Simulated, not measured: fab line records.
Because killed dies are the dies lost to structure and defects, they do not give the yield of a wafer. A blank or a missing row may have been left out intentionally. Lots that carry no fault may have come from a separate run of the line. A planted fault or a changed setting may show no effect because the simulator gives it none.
Which of the tools did it? + flow n5 finfet + route of 1938 steps, sampled at 1 step: 13 lots, 38 wafers

WHAT THE GAUGES SHOWED, per wafer
N5_MOL_CONTACT_COAG_OVL_MEAS_09.
| lot  | measured     | on         | CA_OVL (nm)   |
|------|--------------|------------|---------------|
| L730 | day 4 15:33  | overlay-01 | 0.4 0.2 -0.1  |
| L731 | day 5 03:25  | overlay-02 | 1.2 0.3 0.4   |
| L732 | day 5 08:27  | overlay-01 | 0.6 -0.6      |
| L734 | day 5 14:41  | overlay-02 | 1.1 0.7 0.1   |
| L735 | day 5 21:46  | overlay-02 | 0.6 -0.4 0.7  |
| L740 | day 7 03:47  | overlay-02 | -0.1 0.0 0.6  |
| L741 | day 7 09:59  | overlay-01 | 1.3 0.6 0.9   |
| L743 | day 7 19:37  | overlay-01 | 0.4 0.8 0.6   |
| L746 | day 8 15:16  | overlay-01 | 0.1 -0.9 -0.9 |
| L747 | day 8 23:40  | overlay-01 | 0.0 0.6 -0.3  |
| L751 | day 9 19:01  | overlay-01 | 0.5 0.0 -0.6  |
| L752 | day 10 07:17 | overlay-01 | 0.0 -1.7 -0.4 |
| L753 | day 10 13:26 | overlay-02 | 0.9 0.2 1.2   |

WHAT TOOL EACH LOT RAN ON (gives the tool, then ch and the chambers of the sampled wafers, and finally the start)
The record holds no process step before these readings.

WHAT THE TOOLS THEMSELVES READ (means of the sampled wafers that have a number; where no wafer has one, the mark that the record gives instead)
The record holds no such reading with a usual standard deviation.

THE ANSWER, worked out from the rows above alone
Rule: the usual values come from the lots themselves. Put in order of their means at a reading, lots are off if they are a third of the lots or fewer, leave a main group of 4 or more, and stand apart from it by a gap of 3 or more times the standard deviation of the main group's means; of several such gaps the widest counts. If all means in a main group match to the digits the tables above print for the reading, that group is not used. Also off: a lot with no number at a reading for which 4 or more lots have one. The other lots that the step has rows for count as sound. Order of review: gauges by route order, followed by the tools' own readings, for which a lot's mean as printed above is used. The first step at which some lot is off is used, and at that step the reading that is off furthest; a lot without a number counts as furthest.
No lot is off on any of the readings shown, so nothing can be concluded from this.

WHAT THE SIMULATOR HAD INSERTED
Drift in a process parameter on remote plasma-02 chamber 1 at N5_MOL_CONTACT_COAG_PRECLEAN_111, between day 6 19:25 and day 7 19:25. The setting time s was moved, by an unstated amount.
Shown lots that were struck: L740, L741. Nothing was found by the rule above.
